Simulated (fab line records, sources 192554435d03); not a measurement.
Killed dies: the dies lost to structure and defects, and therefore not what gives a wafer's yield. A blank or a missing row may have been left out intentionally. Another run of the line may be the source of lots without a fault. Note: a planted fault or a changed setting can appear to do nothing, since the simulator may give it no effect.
The tool behind it: which one? || flow n5_finfet || Sampling: 12 lots, 36 wafers, 3 of 1938 route steps

## WHAT THE GAUGES READ, wafer by wafer
N5_BEOL_M7_OVL_MEAS_12.
{"lot": "L075", "measured": "day 9 14:36", "on": "overlay-02", "M7_OVL (nm)": "-0.2 -0.4 -0.3"}
{"lot": "L078", "measured": "day 10 08:43", "on": "overlay-02", "M7_OVL (nm)": "0.0 0.7 0.6"}
{"lot": "L079", "measured": "day 11 02:49", "on": "overlay-01", "M7_OVL (nm)": "-0.9 -0.1 -1.4"}
{"lot": "L081", "measured": "day 11 12:13", "on": "overlay-02", "M7_OVL (nm)": "-0.9 -0.4 -1.0"}
{"lot": "L083", "measured": "day 12 06:32", "on": "overlay-01", "M7_OVL (nm)": "0.0 2.8 0.9"}
{"lot": "L084", "measured": "day 13 05:31", "on": "overlay-02", "M7_OVL (nm)": "-0.8 -0.4 -0.7"}
{"lot": "L088", "measured": "day 13 14:42", "on": "overlay-01", "M7_OVL (nm)": "0.2 0.1 0.1"}
{"lot": "L092", "measured": "day 13 20:49", "on": "overlay-02", "M7_OVL (nm)": "0.7 0.3 -0.8"}
{"lot": "L090", "measured": "day 14 09:07", "on": "overlay-02", "M7_OVL (nm)": "0.7 0.9 1.2"}
{"lot": "L094", "measured": "day 14 19:07", "on": "overlay-01", "M7_OVL (nm)": "-0.1 -0.4 -0.6"}
{"lot": "L096", "measured": "day 14 21:10", "on": "overlay-01", "M7_OVL (nm)": "0.3 -0.6 0.2"}
{"lot": "L095", "measured": "day 16 15:31", "on": "overlay-01", "M7_OVL (nm)": "0.4 1.1 -0.2"}

## TOOL THAT RAN EACH LOT (tool first, then ch and the chambers of the sampled wafers, then the start)
{"lot": "L075", "N5_BEOL_M6_ETCH_72": "rie_diel-01 ch 0,2,3, day 9 05:51", "N5_BEOL_M6_CURE_75": "uv_cure-01 ch 0, day 9 06:29"}
{"lot": "L078", "N5_BEOL_M6_ETCH_72": "rie_diel-05 ch 1,2,3, day 10 03:26", "N5_BEOL_M6_CURE_75": "uv_cure-02 ch 2, day 10 04:04"}
{"lot": "L079", "N5_BEOL_M6_ETCH_72": "rie_diel-05 ch 1,2, day 10 20:11", "N5_BEOL_M6_CURE_75": "uv_cure-01 ch 0, day 10 20:47"}
{"lot": "L081", "N5_BEOL_M6_ETCH_72": "rie_diel-05 ch 0,1, day 11 07:27", "N5_BEOL_M6_CURE_75": "uv_cure-03 ch 0, day 11 08:06"}
{"lot": "L083", "N5_BEOL_M6_ETCH_72": "rie_diel-04 ch 0,2,3, day 12 00:05", "N5_BEOL_M6_CURE_75": "uv_cure-01 ch 2, day 12 00:44"}
{"lot": "L084", "N5_BEOL_M6_ETCH_72": "rie_diel-05 ch 1,3, day 12 22:10", "N5_BEOL_M6_CURE_75": "uv_cure-01 ch 1, day 12 23:33"}
{"lot": "L088", "N5_BEOL_M6_ETCH_72": "rie_diel-01 ch 1,3, day 13 06:25", "N5_BEOL_M6_CURE_75": "uv_cure-01 ch 0, day 13 07:03"}
{"lot": "L092", "N5_BEOL_M6_ETCH_72": "rie_diel-04 ch 0,1,3, day 13 14:10", "N5_BEOL_M6_CURE_75": "uv_cure-02 ch 0, day 13 14:46"}
{"lot": "L090", "N5_BEOL_M6_ETCH_72": "rie_diel-04 ch 0,1,2, day 13 23:38", "N5_BEOL_M6_CURE_75": "uv_cure-01 ch 2, day 14 00:24"}
{"lot": "L094", "N5_BEOL_M6_ETCH_72": "rie_diel-01 ch 1,2,3, day 14 11:56", "N5_BEOL_M6_CURE_75": "uv_cure-02 ch 1, day 14 12:38"}
{"lot": "L096", "N5_BEOL_M6_ETCH_72": "rie_diel-05 ch 0,2, day 14 12:04", "N5_BEOL_M6_CURE_75": "uv_cure-02 ch 1, day 14 12:53"}
{"lot": "L095", "N5_BEOL_M6_ETCH_72": "rie_diel-05 ch 1,2, day 16 09:16", "N5_BEOL_M6_CURE_75": "uv_cure-01 ch 2, day 16 09:54"}
- N5_BEOL_M6_ETCH_72: etches underlayer in N2/H2, target depth 6.5 nm, time 5.2 s.
- N5_BEOL_M6_CURE_75: cures SiCOH lowk, time 120 s.

## THE ANSWER, worked out from the rows above alone
Rule: the usual values come from the lots themselves. Put in order of their means at a reading, lots are off if they are a third of the lots or fewer, leave a main group of 4 or more, and stand apart from it by a gap of 3 or more times the standard deviation of the main group's means; of several such gaps the widest counts. Not used: any main group whose means are identical at the precision the tables above print for the reading. Also off: a lot with no number at a reading for which 4 or more lots have one. The other lots that the step has rows for count as sound.
Nothing can be told from this: no lot is off at any reading shown.

## WHAT THE SIMULATOR HAD INSERTED
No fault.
